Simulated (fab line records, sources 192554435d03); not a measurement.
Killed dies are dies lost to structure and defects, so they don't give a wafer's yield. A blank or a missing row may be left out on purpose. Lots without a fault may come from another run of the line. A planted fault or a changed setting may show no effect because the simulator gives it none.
Problem report in the 8D (eight disciplines) form, filled by code | flow n5_finfet | the parts of the form that need people (team, actions taken, sign-off) are left out

1. THE PROBLEM
barrier_field_endpoint_s at N5_BEOL_M5_CMP_52 reads a mean of 15.8 s on 6 wafers of 2 lots; wafers without a fault read 24.8 s with a standard deviation of 0.72. That is -13 standard deviations from the usual mean.
The step: polishes, stops on SiCOH lowk, t overpolish 6.9 s, target thk 62 nm.
First seen on wafer L454.1, day 10 22:12, on cmp-02. The record holds 33 wafers of 11 lots with a number at this step. Rule for "out", or "out of limits": more than 4 standard deviations from the usual mean. The other wafers with a number count as sound.

2. WHAT IT IS AND WHAT IT IS NOT
question                    | is                       | is not
which readings at this step | barrier_field_endpoint_s | clearing_platen_rpm, motor_current_A
which lots                  | L454, L455               | L447, L448, L449, L450, L452, L453, L463, L464, L466
which wafers of those lots  | all that have a number   | -
read on which tools         | cmp-02                   | cmp-01, cmp-03
when                        | from day 10 22:12        | up to then (15 sound wafers); but 12 sound wafers of L453, L463, L464, L466 came after

3. SUSPECTS, AND WHAT RULES EACH OUT
Counting: a tool at a process step up to the reading stays a suspect if it ran every lot that is out and no sound lot after the first of them.
- pecvd-04 at N5_BEOL_M5_PECVD_70 (deposits SiO2 from TEOS/O2, target thk 16 nm, time 18 s): kept. It ran every lot that is out, first L454 (day 10 09:37), and no sound lot after that; its last sound lot up to then is L452 (day 10 06:33).
- cmp-02 at N5_BEOL_M5_CMP_52 (polishes, stops on SiCOH lowk, t overpolish 6.9 s, target thk 62 nm): ruled out as a lasting fault. Sound lots L466 ran on it after its first lot that is out, L454 (day 10 22:12).
Left after counting: pecvd-04 at N5_BEOL_M5_PECVD_70.

4. THE CAUSE (what the simulator had put in)
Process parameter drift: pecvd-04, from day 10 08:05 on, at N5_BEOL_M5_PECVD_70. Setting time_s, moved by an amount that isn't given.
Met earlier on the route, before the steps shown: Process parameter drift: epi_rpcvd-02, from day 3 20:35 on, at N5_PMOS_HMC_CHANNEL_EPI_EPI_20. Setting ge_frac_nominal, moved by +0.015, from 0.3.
Counting left only this tool.

5. THE CHAIN OF EFFECTS, in route order
Each row: a reading whose mean over the struck wafers that have a number lies more than 3 standard deviations from the usual. Only readings for which the record gives a usual standard deviation are gone through. hours: the time from each lot's start at the first step in this table that gives one to its start at this step, as a median over the lots. sigmas: the change in usual standard deviations.
hours | step              | reading                  | usual  | on struck wafers | change | sigmas
0     | N5_BEOL_M5_CMP_52 | barrier_field_endpoint_s | 24.8 s | 15.8             | -9.0   | -13
The process steps in it:
- N5_BEOL_M5_CMP_52: polishes, stops on SiCOH lowk, t overpolish 6.9 s, target thk 62 nm.

6. WHAT WOULD HAVE CAUGHT IT SOONER
In this record the first reading out of limits was taken at day 10 22:12, 14 hours after the fault began at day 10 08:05.
Of the tool readings at N5_BEOL_M5_PECVD_70 for which the record gives a usual standard deviation, none was out on any struck wafer, so an alarm limit of 4 standard deviations on them would not have fired.
All the lots that are out (2) had begun N5_BEOL_M5_PECVD_70 on pecvd-04 by day 10 22:12. A hold on the tool at that time would have spared none of them.
